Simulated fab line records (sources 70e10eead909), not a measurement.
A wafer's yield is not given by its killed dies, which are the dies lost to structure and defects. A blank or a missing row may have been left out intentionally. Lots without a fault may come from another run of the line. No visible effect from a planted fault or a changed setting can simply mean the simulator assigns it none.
fab line records	flow nand_harc
record lots=6	wafers=18	last_day=32
route steps=1302 shown A_BONDPAD@1211 HYBRID_BOND@1237 THIN_TSV@1244 END@1302
lots with no fault: from the same line, run without faults
start_h: the number of hours between the record's first day and the start of the first shown wafer of the lot	wait_h: hours from the lot's prior step to this one	" as in the row above	L1.1+2: several wafers, shown together as one row	- no value, or no start was given	* or withheld: withheld	< > ~ a bound
route shown NAME@n: names a module that has steps shown in the file, with the first one's number in the route	usual: average and standard deviation across the fault-free wafers	same: alike in all rows	chamber/n: place in a boat	sites: readings site by site	_std_site: standard deviation of those values	_edge_site: the outer-site mean with the inner-site mean subtracted	radius_mm: how far each site lies from the wafer's centre	mask NAME#n: copy n	behind: the last tool/chamber to shape the wafer	hold: why the lot was held/for how many hours/how that ended	device: the transistor (n, p or np) that didn't switch	end of line: the route-end tests of the same wafers	for a step that has no rows: nothing shown but its recipe	killed: not the wafer's yield, but the dies lost to structure and defects at the first sort	map: a wafer's dies, marking killed ones x, the rest . and places with no die _
set.NAME: setting as actually run; set.NAME@STEP: the setting as run at that earlier step	model.NAME: the simulator's own value behind a step, which no gauge read
certain route steps with their lots: each step a table, each wafer a row
services: from which hour (start_h, from the record's first day; less than 0 if before it) a tool's chamber was out of use, for how many hours, and why
## steps
# step NHARC_A_BONDPAD_EBR_05
# step NHARC_A_BONDPAD_EXPOSE_06
# recipe na=0.55	dose_mj=36.99	mask_id=A_BPAD
# step NHARC_A_BONDPAD_PEB_07
# recipe peb_temp_c=128	peb_time_s=80
# step NHARC_A_BONDPAD_DEVELOP_08
# recipe time_s=50	dev_temp_c=22
# step NHARC_A_BONDPAD_CD_MEAS_09
# recipe target_cd_nm=500	landing_energy_ev=500
# usual cd_nm=499.5/1.3
lot.wafer	tool	chamber	start_h	wait_h	cd_nm
L836.1	cd_sem-01	0	525.01	-	501.0
L836.2	"	0	"	"	500.8
L836.4	"	0	"	"	499.2
L843.2	cd_sem-01	0	612.00	-	498.0
L843.4	"	0	"	"	497.3
L843.5	"	0	"	"	498.6
L844.1	cd_sem-01	0	620.07	-	500.3
L844.3	"	0	"	"	499.7
L844.5	"	0	"	"	499.9
L850.4	cd_sem-02	0	689.92	-	500.1
L850.5	"	0	"	"	498.8
L850.6	"	0	"	"	499.3
L856.1	cd_sem-01	0	726.15	-	499.6
L856.2	"	0	"	"	500.1
L856.5	"	0	"	"	498.7
L857.2	cd_sem-03	0	735.01	-	498.0
L857.3	"	0	"	"	501.0
L857.6	"	0	"	"	499.2
# step NHARC_A_BONDPAD_OVL_MEAS_35
# usual overlay_x_nm=1/5.2	overlay_y_nm=0/7.6
lot.wafer	tool	chamber	start_h	wait_h	overlay_x_nm	overlay_y_nm
L836.1	overlay-02	-	525.09	-	-1	-1
L836.2	"	-	"	"	-1	0
L836.4	"	-	"	"	0	0
L843.2	overlay-01	-	612.08	-	-2	-7
L843.4	"	-	"	"	-3	-8
L843.5	"	-	"	"	-2	-7
L844.1	overlay-02	-	620.16	-	12	-6
L844.3	"	-	"	"	13	-7
L844.5	"	-	"	"	12	-7
L850.4	overlay-01	-	690.00	-	-4	6
L850.5	"	-	"	"	-4	6
L850.6	"	-	"	"	-5	6
L856.1	overlay-02	-	726.24	-	-1	-14
L856.2	"	-	"	"	-1	-13
L856.5	"	-	"	"	-1	-14
L857.2	overlay-01	-	735.09	-	-1	-12
L857.3	"	-	"	"	-2	-12
L857.6	"	-	"	"	-1	-12
# step NHARC_A_BONDPAD_HARDBAKE_10
# recipe temp_c=118	time_s=65
# step NHARC_A_BONDPAD_DESCUM_11
# recipe time_s=3	o2_flow_sccm=200	ar_flow_sccm=0	bias_power_w=0	chemistry=O2
# usual drypump_motor_current_A=5.9/0.31	oes_product_au=1.000/0.0074	rf_vpp_V=58.0/0.83	showerhead_plenum_p_Torr=1.93/0.074	throttle_valve_pct=11.311/0.0093
lot.wafer	tool	chamber	start_h	wait_h	drypump_motor_current_A	oes_product_au	rf_hours_counter_h	rf_vpp_V	showerhead_plenum_p_Torr	throttle_valve_pct
L836.2	rie_diel-07	0	525.22	-	6.3	0.987	9	57.4	1.82	11.323
L836.4	"	1	"	"	5.9	1.005	8	58.5	1.99	11.309
L836.1	"	2	"	"	6.1	1.009	8	56.3	1.94	11.311
L843.4	rie_diel-09	0	612.21	-	5.6	0.997	3	57.1	1.84	11.301
L843.2	"	2	"	"	5.6	1.003	3	59.8	2.05	11.317
L843.5	"	0	"	"	5.6	1.014	-	58.0	1.84	11.320
L844.1	rie_diel-11	1	620.28	-	6.2	1.003	0	58.6	1.97	11.325
L844.3	"	2	"	"	6.1	1.016	0	58.7	1.94	11.319
L844.5	"	1	"	"	6.2	1.002	-	57.0	1.97	11.324
L850.4	rie_diel-09	1	690.12	-	5.8	1.007	0	58.0	1.91	11.320
L850.6	"	1	"	"	5.8	1.001	-	57.7	1.91	11.318
L850.5	"	2	"	"	5.7	1.004	-	56.9	2.05	11.304
L856.1	rie_diel-09	0	726.38	-	5.6	1.007	1	57.7	1.84	11.308
L856.2	"	1	"	"	5.8	1.001	1	57.1	1.91	11.336
L856.5	"	3	"	"	6.4	0.993	-	58.0	1.90	11.321
L857.3	rie_diel-07	3	735.23	-	5.6	1.003	11	59.6	2.00	11.317
L857.2	"	1	"	"	5.9	1.001	11	57.1	1.98	11.311
L857.6	"	2	"	"	6.1	0.985	-	57.8	1.93	11.315
# step NHARC_A_BONDPAD_ETCH_34
# recipe target_depth_a=600	overetch_a=180	time_s=65.91	ion_energy_ev=200	n2_flow_sccm=150	h2_flow_sccm=150	ar_flow_sccm=0	rf_w=400	bias_w=150	chemistry=N2/H2
# step NHARC_A_BONDPAD_ETCH_12
# recipe target_depth_a=2200	time_s=110	chf3_flow_sccm=50	o2_flow_sccm=10	ar_flow_sccm=200	rf_w=500	bias_w=200	chemistry=CHF3/O2
# usual drypump_motor_current_A=5.9/0.32	oes_product_au=0.948/0.023	rf_vpp_V=371.0/2.2	showerhead_plenum_p_Torr=2.42/0.091	throttle_valve_pct=20.573/0.0091
lot.wafer	tool	chamber	start_h	wait_h	drypump_motor_current_A	oes_product_au	rf_hours_counter_h	rf_vpp_V	showerhead_plenum_p_Torr	throttle_valve_pct
L836.2	rie_diel-07	0	-	-	6.3	0.917	9	368.3	2.29	20.592
L836.4	"	1	"	"	5.9	0.925	8	372.7	2.49	20.578
L836.1	"	2	"	"	6.1	0.928	8	371.2	2.43	20.578
L843.4	rie_diel-09	3	-	-	6.4	0.974	3	370.1	2.38	20.578
L843.2	"	1	"	"	5.8	0.963	3	370.9	2.39	20.577
L843.5	"	3	"	"	6.4	0.978	-	370.9	2.38	20.573
L844.1	rie_diel-11	0	-	-	6.3	0.974	0	372.4	2.45	20.580
L844.3	"	1	"	"	6.2	0.962	0	370.7	2.47	20.585
L844.5	"	3	"	"	5.0	0.972	-	369.3	2.36	20.557
L850.4	rie_diel-09	2	-	-	5.6	0.962	0	376.1	2.57	20.570
L850.5	"	2	"	"	5.7	0.967	-	373.0	2.57	20.564
L850.6	"	3	"	"	6.4	0.983	-	371.1	2.38	20.555
L856.2	rie_diel-09	3	-	-	6.3	0.954	1	371.1	2.38	20.568
L856.1	"	0	"	"	5.6	0.988	1	368.1	2.31	20.579
L856.5	"	3	"	"	6.4	0.959	-	370.6	2.38	20.589
L857.3	rie_diel-07	1	-	-	5.9	0.929	11	372.1	2.48	20.579
L857.2	"	3	"	"	5.6	0.932	11	373.0	2.51	20.567
L857.6	"	0	"	"	6.3	0.915	-	367.4	2.28	20.576
# step NHARC_A_BONDPAD_CD_MEAS_13
# usual cd_nm=498.9/1.4
lot.wafer	tool	chamber	start_h	wait_h	cd_nm
L836.1	cd_sem-01	-	525.53	-	500.3
L836.2	"	-	"	"	500.0
L836.4	"	-	"	"	498.8
L843.2	cd_sem-01	-	612.52	-	497.7
L843.4	"	-	"	"	497.6
L843.5	"	-	"	"	498.5
L844.1	cd_sem-01	-	620.60	-	500.0
L844.3	"	-	"	"	499.5
L844.5	"	-	"	"	499.8
L850.4	cd_sem-02	-	690.45	-	499.2
L850.5	"	-	"	"	497.8
L850.6	"	-	"	"	498.4
L856.1	cd_sem-03	-	726.67	-	499.1
L856.2	"	-	"	"	500.6
L856.5	"	-	"	"	498.1
L857.2	cd_sem-01	-	735.53	-	497.3
L857.3	"	-	"	"	500.9
L857.6	"	-	"	"	498.7
# step NHARC_A_BONDPAD_STRIP_15
# recipe o2_flow_sccm=500	ar_flow_sccm=0	bias_w=0	chemistry=O2
# usual drypump_motor_current_A=5.9/0.35	oes_product_au=1.000/0.0075	rf_vpp_V=57.9/0.9	showerhead_plenum_p_Torr=3.55/0.12	throttle_valve_pct=17.036/0.0091
lot.wafer	tool	chamber	start_h	wait_h	drypump_motor_current_A	oes_product_au	rf_hours_counter_h	rf_vpp_V	showerhead_plenum_p_Torr	throttle_valve_pct
L836.2	rie_diel-09	0	525.61	0.1	5.6	1.000	1	58.5	3.40	17.035
L836.1	"	2	"	"	5.7	1.005	1	58.9	3.77	17.034
L836.4	"	3	"	"	6.4	1.000	-	57.8	3.50	17.031
L843.4	rie_diel-07	2	612.60	0.1	6.1	0.996	22	59.2	3.57	17.032
L843.2	"	1	"	"	5.9	0.988	21	57.5	3.65	17.049
L843.5	"	3	"	"	5.6	0.989	-	58.5	3.69	17.034
L844.3	rie_diel-07	2	620.68	0.1	6.1	0.992	22	58.8	3.56	17.034
L844.1	"	3	"	"	5.6	1.002	22	58.1	3.69	17.041
L844.5	"	3	"	"	5.6	1.000	-	58.2	3.69	17.039
L850.4	rie_diel-09	1	690.53	0.1	5.8	1.005	0	56.7	3.52	17.027
L850.5	"	0	"	"	5.6	1.001	-	57.1	3.40	17.046
L850.6	"	1	"	"	5.8	1.000	-	58.2	3.52	17.041
L856.2	rie_diel-07	0	726.76	0.1	6.3	1.002	11	57.0	3.36	17.034
L856.1	"	2	"	"	6.1	1.000	10	56.7	3.56	17.035
L856.5	"	3	"	"	5.6	1.017	-	57.9	3.68	17.042
L857.3	rie_diel-09	0	735.61	0.1	5.6	1.000	1	55.9	3.40	17.036
L857.2	"	2	"	"	5.7	0.993	1	58.2	3.76	17.044
L857.6	"	1	"	"	5.8	1.002	-	58.3	3.52	17.036
# step NHARC_A_BONDPAD_ETCH_24
# recipe target_depth_a=300	over_etch_frac=0.3	time_s=72.99	ion_energy_ev=150	cf4_flow_sccm=50	n2_flow_sccm=100	ar_flow_sccm=150	rf_w=300	bias_w=100	chemistry=CF4/N2
# usual drypump_motor_current_A=5.9/0.37	oes_product_au=0.999/0.0075	rf_vpp_V=314.6/1.7	showerhead_plenum_p_Torr=2.65/0.09	throttle_valve_pct=19.795/0.0098
lot.wafer	tool	chamber	start_h	wait_h	drypump_motor_current_A	oes_product_au	rf_hours_counter_h	rf_vpp_V	showerhead_plenum_p_Torr	throttle_valve_pct
L836.2	rie_diel-09	0	525.79	0.2	5.6	1.007	1	311.5	2.53	19.804
L836.1	"	2	"	"	5.6	1.003	1	316.7	2.81	19.803
L836.4	"	3	"	"	6.4	1.006	-	312.9	2.61	19.782
L843.2	rie_diel-07	2	612.75	-	6.1	0.997	22	316.3	2.65	19.793
L843.4	"	1	"	"	5.9	1.001	21	316.4	2.71	19.790
L843.5	"	3	"	"	5.6	0.995	-	315.3	2.75	19.804
L844.1	rie_diel-07	3	620.85	-	5.6	1.002	22	315.9	2.75	19.784
L844.3	"	0	"	"	6.3	0.992	22	313.0	2.50	19.792
L844.5	"	2	"	"	6.1	1.009	-	314.9	2.65	19.795
L850.4	rie_diel-09	0	690.69	-	5.6	0.996	0	313.6	2.53	19.818
L850.6	"	1	"	"	5.8	1.012	-	315.3	2.62	19.807
L850.5	"	2	"	"	5.7	0.994	-	317.7	2.80	19.807
L856.1	rie_diel-07	3	726.90	-	5.6	1.001	10	316.3	2.74	19.801
L856.2	"	1	"	"	5.9	0.999	10	315.5	2.71	19.801
L856.5	"	3	"	"	5.6	1.007	-	316.5	2.74	19.786
L857.3	rie_diel-09	0	735.77	-	5.6	1.001	2	312.8	2.53	19.795
L857.2	"	1	"	"	5.8	0.998	1	314.2	2.62	19.793
L857.6	"	2	"	"	5.7	1.012	-	316.3	2.80	19.772
# step NHARC_A_BONDPAD_STRIP_16
# recipe time_s=600	temp_c=30	chemistry=post_etch_residue_remover
# step NHARC_A_BONDPAD_DEGAS_25
# recipe temp_c=300	time_s=60
# usual heater_power_w=467/42
lot.wafer	tool	chamber	start_h	wait_h	heater_power_w
L836.1	pvd_sputter-01	-	526.24	-	474
L836.4	"	-	"	"	435
L836.2	"	-	"	"	506
L843.2	pvd_sputter-03	-	613.16	-	414
L843.4	"	-	"	"	508
L843.5	"	-	"	"	486
L844.1	pvd_sputter-01	-	621.23	-	436
L844.3	"	-	"	"	514
L844.5	"	-	"	"	450
L850.4	pvd_sputter-03	-	691.08	-	408
L850.6	"	-	"	"	504
L850.5	"	-	"	"	526
L856.2	pvd_sputter-01	-	727.29	-	523
L856.1	"	-	"	"	434
L856.5	"	-	"	"	450
L857.3	pvd_sputter-03	-	736.15	-	504
L857.2	"	-	"	"	397
L857.6	"	-	"	"	500
# step NHARC_A_BONDPAD_PRE_CLEAN_26
# recipe time_s=30	temp_c=280	gas=H2/He
# step NHARC_A_BONDPAD_PVD_17
# recipe target_thk_a=50	bias_v=168.6	power_w=15000	chamber_pressure_pa=0.12	time_s=8.06	substrate_temp_c=50	material=TaN
# step NHARC_A_BONDPAD_PVD_27
# recipe target_thk_a=300	chamber_pressure_pa=5	power_w=5000	substrate_temp_c=30	time_s=20.49	material=Cu
# step NHARC_A_BONDPAD_ECD_18
# recipe target_thk_a=4000	bath_temp_c=25	material=Cu
# step NHARC_A_BONDPAD_ANNEAL_28
# recipe temp_c=225	time_s=90
# step NHARC_A_BONDPAD_CMP_19
# recipe t_overpolish_s=30	cu_recess_touch_s=16	target_thk_nm=169.82
# step NHARC_A_BONDPAD_THK_MEAS_20
# recipe thk_meas_gauge=xrf
# usual thk_nm=170.0/1.3
lot.wafer	tool	chamber	start_h	wait_h	thk_nm
L836.1	film_metro-02	-	527.66	-	172.1
L836.2	"	-	"	"	170.3
L836.4	"	-	"	"	167.8
L843.2	film_metro-01	-	614.54	-	170.7
L843.4	"	-	"	"	168.2
L843.5	"	-	"	"	170.7
L844.1	film_metro-01	-	622.64	-	168.1
L844.3	"	-	"	"	169.3
L844.5	"	-	"	"	170.9
L850.4	film_metro-02	-	692.47	-	168.7
L850.5	"	-	"	"	170.3
L850.6	"	-	"	"	171.4
L856.1	film_metro-02	-	728.92	-	171.7
L856.2	"	-	"	"	170.4
L856.5	"	-	"	"	170.2
L857.2	film_metro-01	-	737.56	-	169.7
L857.3	"	-	"	"	169.6
L857.6	"	-	"	"	171.9
# step NHARC_A_BONDPAD_SRD_21
# recipe time_s=30	temp_c=23	dry_time_s=20	spin_rpm=1500
# step NHARC_HYBRID_BOND_ACTIVATE_00
# recipe time_s=60	n2_flow_sccm=200	ar_flow_sccm=0	bias_power_w=0	chemistry=N2
# step NHARC_HYBRID_BOND_PRECLEAN_01
# recipe time_s=300	temp_c=23	chemistry=DIW
# step NHARC_HYBRID_BOND_SRD_02
# recipe time_s=30	temp_c=23	dry_time_s=20	spin_rpm=1500
# step NHARC_HYBRID_BOND_BOND_03
# recipe temp_c=25
# step NHARC_HYBRID_BOND_ANNEAL_04
# recipe temp_c=300	time_s=7200	ramp_up_c_per_min=5	ramp_down_c_per_min=3	idle_temp_c=100	pressure_atm=1
# step NHARC_HYBRID_BOND_OVL_MEAS_05
# usual overlay_x_nm=-2/33	overlay_y_nm=7/32
lot.wafer	tool	chamber	start_h	wait_h	overlay_x_nm	overlay_y_nm
L836.1	overlay-02	-	537.38	0.4	-43	45
L836.2	"	-	"	"	-25	2
L836.4	"	-	"	"	-28	24
L843.2	overlay-01	-	624.29	0.4	3	20
L843.4	"	-	"	"	-5	17
L843.5	"	-	"	"	18	22
L844.1	overlay-02	-	633.97	0.4	35	8
L844.3	"	-	"	"	7	34
L844.5	"	-	"	"	-13	9
L850.4	overlay-02	-	705.80	0.4	-12	20
L850.5	"	-	"	"	61	23
L850.6	"	-	"	"	-20	-14
L856.1	overlay-02	-	741.08	0.4	-23	8
L856.2	"	-	"	"	43	-44
L856.5	"	-	"	"	-29	55
L857.2	overlay-02	-	754.93	0.4	66	32
L857.3	"	-	"	"	-44	77
L857.6	"	-	"	"	58	-6
# step NHARC_THIN_TSV_GRIND_00
# recipe target_thk_um=6
# step NHARC_THIN_TSV_CMP_01
# recipe target_thk_um=3
# usual motor_current_A=11.8/1.2
lot.wafer	tool	chamber	start_h	wait_h	motor_current_A
L836.1	cmp-03	0	538.82	1.0	12.6
L836.4	"	1	"	"	10.2
L836.2	"	3	"	"	11.4
L843.4	cmp-02	1	626.25	0.4	11.8
L843.2	"	3	"	"	10.4
L843.5	"	1	"	"	11.4
L844.3	cmp-02	1	635.39	0.6	11.8
L844.1	"	0	"	"	13.1
L844.5	"	2	"	"	10.0
L850.4	cmp-03	1	707.28	0.5	11.0
L850.6	"	3	"	"	11.4
L850.5	"	0	"	"	12.6
L856.1	cmp-03	0	745.33	1.1	12.5
L856.2	"	1	"	"	10.6
L856.5	"	0	"	"	12.7
L857.2	cmp-02	0	756.35	0.8	13.8
L857.3	"	2	"	"	10.9
L857.6	"	0	"	"	13.5
# step NHARC_THIN_TSV_THK_MEAS_02
# recipe thk_meas_gauge=ir
# usual thk_nm=2938/220
lot.wafer	tool	chamber	start_h	wait_h	thk_nm
L836.1	film_metro-02	-	539.09	-	3213
L836.2	"	-	"	"	3388
L836.4	"	-	"	"	3351
L843.2	film_metro-01	-	626.51	-	2580
L843.4	"	-	"	"	2749
L843.5	"	-	"	"	2735
L844.1	film_metro-02	-	635.65	-	3012
L844.3	"	-	"	"	3248
L844.5	"	-	"	"	3480
L850.4	film_metro-01	-	707.50	-	2892
L850.5	"	-	"	"	3007
L850.6	"	-	"	"	2773
L856.1	film_metro-02	-	745.57	0.2	2736
L856.2	"	-	"	"	2900
L856.5	"	-	"	"	2887
L857.2	film_metro-02	-	756.61	0.2	2793
L857.3	"	-	"	"	3057
L857.6	"	-	"	"	2924
# step NHARC_THIN_TSV_SRD_03
# step NHARC_THIN_TSV_PRECLEAN_41
# recipe time_s=*	temp_c=50	bath_age_min=0	chemistry=SC1
# step NHARC_THIN_TSV_SRD_42
# step NHARC_THIN_TSV_DEP_43
# recipe target_thk_a=13285	temp_c=withheld	pressure_torr=6.5	rf_w=900	teos_flow_sccm=161.4	flow_sccm=2650	target_thk_nm=1328.5	gas=O2	material=SiO2
# step NHARC_THIN_TSV_DEHYDRATE_04
# recipe temp_c=150	time_s=120
# step NHARC_THIN_TSV_HMDS_05
# recipe time_s=30
# step NHARC_END_SORT_01
# recipe temp_c=25
# usual defect_limited_yield=90.8/2.2	killed_at_array=58/15	killed_at_other=0.8/1.2	killed_at_periphery=3.5/2.5	killed_dies=62/15	killed_open=3.2/1.7	killed_short=2.4/1.5
# same gross_dies=677
lot.wafer	tool	chamber	start_h	wait_h	defect_limited_yield[%]	killed_at_array	killed_at_other	killed_at_periphery	killed_dies	killed_open	killed_short
L843.2	prober-02	0	644.93	2.8	76.2	156	2	3	161	2	4
L843.4	prober-02	0	646.54	3.4	81.5	120	0	5	125	3	2
L843.5	prober-02	0	647.34	3.7	79.5	132	0	7	139	2	2
L844.1	prober-02	0	651.95	2.5	75.3	165	1	1	167	1	0
L844.3	prober-02	0	653.53	3.1	78.1	144	1	3	148	4	3
L844.5	prober-02	0	655.12	3.7	73.7	176	0	2	178	4	1
L856.1	prober-01	0	761.60	2.5	89.2	70	0	3	73	5	4
L856.2	prober-01	0	762.40	2.8	90.8	55	2	5	62	7	2
L856.5	prober-01	0	764.81	3.7	90.8	60	1	1	62	2	2
# killed by level:class
L843.2 A_BONDPAD:unspecified=98 A_CHANNEL_HOLE_D2:chamber_film_flake=32 A_STAIRCASE:chamber_film_flake=8 A_CONTACT:chamber_film_flake=4 A_SLIT:chamber_film_flake=3 P_ZERO_WELL:chamber_film_flake=2 A_CHANNEL_FILL_D2:chamber_film_flake=2 THIN_TSV:chamber_film_flake=2
L843.4 A_BONDPAD:unspecified=68 A_CHANNEL_HOLE_D2:chamber_film_flake=32 A_CONTACT:chamber_film_flake=8 A_STAIRCASE:chamber_film_flake=4 P_ZERO_WELL:chamber_film_flake=3 A_SLIT:chamber_film_flake=3 P_M0:geometric_particle:open=2 A_CHANNEL_HOLE_D1:chamber_film_flake=2
L843.5 A_BONDPAD:unspecified=82 A_CHANNEL_HOLE_D2:chamber_film_flake=31 A_CHANNEL_HOLE_D1:chamber_film_flake=5 P_BONDPAD:chamber_film_flake=3 A_CONTACT:chamber_film_flake=3 A_M1:chamber_film_flake=3 P_ZERO_WELL:chamber_film_flake=2 A_SLIT:chamber_film_flake=2
L844.1 A_BONDPAD:unspecified=86 A_CHANNEL_HOLE_D1:chamber_film_flake=39 A_SLIT:chamber_film_flake=26 A_CHANNEL_HOLE_D2:chamber_film_flake=7 A_CONTACT:chamber_film_flake=3 A_BONDPAD:chamber_film_flake=2 A_CHANNEL_FILL_D1:geometric_particle:open=1 P_ZERO_WELL:chamber_film_flake=1
L844.3 A_BONDPAD:unspecified=46 A_SLIT:chamber_film_flake=34 A_CHANNEL_HOLE_D1:chamber_film_flake=30 A_CHANNEL_HOLE_D2:chamber_film_flake=15 A_CONTACT:chamber_film_flake=5 A_STAIRCASE:chamber_film_flake=3 A_BONDPAD:chamber_film_flake=3 P_GATE:geometric_particle:open=1
L844.5 A_BONDPAD:unspecified=101 A_CHANNEL_HOLE_D1:chamber_film_flake=35 A_SLIT:chamber_film_flake=25 A_STAIRCASE:chamber_film_flake=4 A_CHANNEL_FILL_D2:geometric_particle:open=2 A_CHANNEL_HOLE_D2:chamber_film_flake=2 A_WL_FILL:chamber_film_flake=2 A_BONDPAD:chamber_film_flake=2
L856.1 A_CHANNEL_HOLE_D2:chamber_film_flake=26 A_CHANNEL_HOLE_D1:chamber_film_flake=12 A_CONTACT:chamber_film_flake=11 A_SLIT:chamber_film_flake=4 A_STAIRCASE:chamber_film_flake=3 A_WL_FILL:chamber_film_flake=3 A_WL_FILL:geometric_particle:short=2 P_GATE:chamber_film_flake=2
L856.2 A_CHANNEL_HOLE_D2:chamber_film_flake=22 A_CHANNEL_HOLE_D1:chamber_film_flake=9 A_CONTACT:chamber_film_flake=9 A_SLIT:chamber_film_flake=4 A_CHANNEL_FILL_D1:chamber_film_flake=3 P_M0:geometric_particle:open=2 THIN_TSV:chamber_film_flake=2 A_STAIRCASE:chamber_film_flake=2
L856.5 A_CHANNEL_HOLE_D2:chamber_film_flake=24 A_CHANNEL_HOLE_D1:chamber_film_flake=11 A_SLIT:chamber_film_flake=8 A_CONTACT:chamber_film_flake=8 A_WL_FILL:chamber_film_flake=3 A_CHANNEL_FILL_D1:geometric_particle:short=2 A_ZERO_WELL:chamber_film_flake=2 P_CONTACT:geometric_particle:open=1
# map L843.2 (x killed, . not)
____________.____________
_________.x....._________
_______..........x_______
______.............______
_____.........x...xx_____
____...........x.x.x.____
____.........x.xxxxxx____
___.............xxxxxx___
___........x..x.xxxxxx___
__............xxxxxxxxx__
__............xxxxxxxxx__
_......x......xxxxxxxxxx_
_.............xxxxxxxxxx_
_.............xxxxxxxx.x_
_............x.xxxxxxxxx_
_..............xxxxxxx.._
......x.........xxxxxx...
...............x.xxxxx...
..x...x............x.....
x........................
.......x.................
_........x.........x...._
_......xxx.............._
_.........x.x..........._
_.....x.xx..x..........._
_..........xx........x.x_
__.....xx.x............__
__.x...xxxxx...........__
___x.x.xxxxx.x........___
___....xxxxx..........___
____.....xxx.........____
____..x...xxx........____
_____xx....x........_____
______x............______
_______x.........._______
_________......._________
____________.____________
# map L844.5 (x killed, . not)
____________.____________
_________......._________
_______..........._______
______.............______
_____......x.......x_____
____...........xx..x.____
____..........x.x.xxx____
___............xxxxxx.___
___x.......xx..xxxxxxx___
__........x.xx.xxxxxxxx__
__........xxxxxxxxxxxxx__
_..........xxxxxxxxxxxxx_
_..........xxxxxxxxxxxx._
_..........xxxxxxxxxxxxx_
_..........x.xxxxxxxxxxx_
_.x........xx.xxxxxxxx.x_
.............x.xxxxxxx...
....x......x......xxxxx..
..x....x........xxxx.....
...................x..x..
...x.....x......x........
_......................._
_x......................_
_......................._
_......................._
_x......xx.............._
__.........x...........__
__..x..xx.xx.x.........__
___.....xxxxxx........___
___..x.xxxx.x.x.......___
____..x..xxx.x.......____
____.....xxxx........____
_____...x..x.x......_____
______......x.x....______
_______.x........._______
_________..x...._________
____________.____________
## services
tool	chamber	start_h	hours	kind
cmp-03	-	518.40	1.3	repair
rie_diel-09	1	518.58	29.3	repair
pvd_sputter-03	-	526.00	10.0	pm
cmp-02	-	539.89	4.0	pm
cmp-03	-	554.84	4.0	pm
pvd_sputter-01	-	580.46	1.2	repair
pvd_sputter-01	-	584.16	10.0	pm
cmp-02	-	590.67	0.6	repair
cmp-03	-	596.86	0.6	repair
cmp-03	-	601.56	4.1	repair
cmp-03	-	610.23	36.3	repair
cmp-02	-	611.71	1.9	repair
cmp-02	-	620.16	0.8	repair
cmp-02	-	621.33	1.4	repair
pvd_sputter-03	-	625.27	1.1	repair
cmp-02	-	638.03	4.0	pm
rie_diel-07	-	648.31	9.0	pm
cmp-03	-	652.84	4.0	pm
pvd_sputter-03	-	656.35	7.7	repair
pvd_sputter-01	-	667.92	2.1	repair
rie_diel-09	-	674.10	9.0	pm
pvd_sputter-03	-	704.00	10.0	pm
rie_diel-09	-	732.05	0.3	repair
rie_diel-07	-	741.43	4.2	repair
## key
first_sign step=NHARC_END_SORT_01	reading=defect_limited_yield	direction=down	sigmas=6.1	usual=90.8	struck=77.4
effect step=NHARC_END_SORT_01	reading=killed_dies	direction=up	sigmas=6.1	usual=62	struck=153
more_kills_born_at NHARC_A_BONDPAD_ETCH_24@rie_diel-07=481
met_at NHARC_A_BONDPAD_ETCH_24
struck_wafers L843.2,L843.4,L843.5,L844.1,L844.3,L844.5
fault kind=chamber_particle_source	tool=rie_diel-07	chamber=-	onset_h=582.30	steps=NHARC_A_BONDPAD_ETCH_24	rate_per_visit_cm2=1.9261	end_h=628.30
